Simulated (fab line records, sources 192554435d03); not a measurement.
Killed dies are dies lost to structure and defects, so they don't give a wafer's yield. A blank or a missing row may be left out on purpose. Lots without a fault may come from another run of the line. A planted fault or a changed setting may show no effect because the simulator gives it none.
Split-lot experiment | flow n5_finfet | 7 lots, 21 wafers read, on a route of 1938 steps

THE SPLIT
At N5_BEOL_M14_SPUTTER_43 (material TaN, target thk 15 nm, time 24.19 s), the setting power_w was moved away from the recipe's 15000 W on 9 of the 21 wafers read, by -16.9% to +13.5%. The other wafers ran this setting at the recipe's value.

The reading is taken at the split's own step.

THE READING
TaN_of_BEOL_M14_SPUTTER_43.thk_nm (the simulator's own value, which no gauge read), in nm, at N5_BEOL_M14_SPUTTER_43 (material TaN, target thk 15 nm, time 24.19 s). The file gives no usual value for it. The 12 wafers here that ran the recipe average 14.9 nm, standard deviation 0.19 nm.

wafer  | tool, chamber at the split | power_w as run, W | against the recipe | TaN_of_BEOL_M14_SPUTTER_43.thk_nm, nm | against lot-mates on the recipe
L074.2 | pvd_sputter-02, -          | 15000             | recipe             | 14.6                                  | -
L074.5 | pvd_sputter-02, -          | 15000             | recipe             | 14.6                                  | -
L074.6 | pvd_sputter-02, -          | 15000             | recipe             | 14.8                                  | -
L076.2 | pvd_sputter-02, -          | 17020             | +13.5%             | 17                                    | +1.8
L076.5 | pvd_sputter-02, -          | 17020             | +13.5%             | 17                                    | +1.8
L076.3 | pvd_sputter-02, -          | 15000             | recipe             | 15.2                                  | -
L078.1 | pvd_sputter-02, -          | 12470             | -16.9%             | 12.8                                  | -2.3
L078.2 | pvd_sputter-02, -          | 15000             | recipe             | 15                                    | -
L078.6 | pvd_sputter-02, -          | 15000             | recipe             | 15.2                                  | -
L085.4 | pvd_sputter-03, -          | 15000             | recipe             | 14.8                                  | -
L085.5 | pvd_sputter-03, -          | 13860             | -7.6%              | 13.8                                  | -1.0
L085.6 | pvd_sputter-03, -          | 13860             | -7.6%              | 14                                    | -0.8
L089.3 | pvd_sputter-03, -          | 12470             | -16.9%             | 12.6                                  | -2.4
L089.4 | pvd_sputter-03, -          | 12470             | -16.9%             | 12.6                                  | -2.4
L089.5 | pvd_sputter-03, -          | 15000             | recipe             | 15                                    | -
L092.3 | pvd_sputter-01, -          | 15000             | recipe             | 15                                    | -
L092.6 | pvd_sputter-01, -          | 15000             | recipe             | 15                                    | -
L092.4 | pvd_sputter-01, -          | 15000             | recipe             | 14.8                                  | -
L094.1 | pvd_sputter-02, -          | 15720             | +4.8%              | 15.8                                  | +0.8
L094.2 | pvd_sputter-02, -          | 15720             | +4.8%              | 15.6                                  | +0.6
L094.6 | pvd_sputter-02, -          | 15000             | recipe             | 15                                    | -

THE FIT
A straight line over all 21 wafers: TaN_of_BEOL_M14_SPUTTER_43.thk_nm changes by +0.141 nm for each +1% of power_w; r = +0.99; the points scatter about the line by 0.18 nm.
The same after taking each lot's own level away (the mean of its wafers on the recipe; 21 wafers): +0.137 nm for each +1%; r = +1.00; scatter 0.096 nm.
On that fit, the largest move of power_w shifts the reading by 2.3 nm.
The lots' own levels span 14.67 to 15.20 nm, that is 2.8 times the standard deviation above.
So the lot-to-lot level changes the slope little: the two slopes agree.
Check: with one of the wafers moved furthest among these (-16.9%) left out of the fit, the line predicts -2.31 nm for it against its lot-mates. It came out at -2.3 nm against them.

OTHER SPLITS ON THESE WAFERS
These wafers also went through other splits before the reading. Each is held against what the fit with the lots' levels taken away leaves over:
other split on the same wafers    | wafers away from the commonest value | r with TaN_of_BEOL_M14_SPUTTER_43.thk_nm (lot level and that fit taken away)
N5_BEOL_M13_EXPOSE_25 dose_mj     | 7                                    | -0.01
N5_BEOL_M14_TRENCH_ETCH_34 time_s | 10                                   | -0.06

THE FILE'S OWN FIT
TaN_of_BEOL_M14_SPUTTER_43.thk_nm changes by +0.137 nm for each +1% of power_w, r = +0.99.
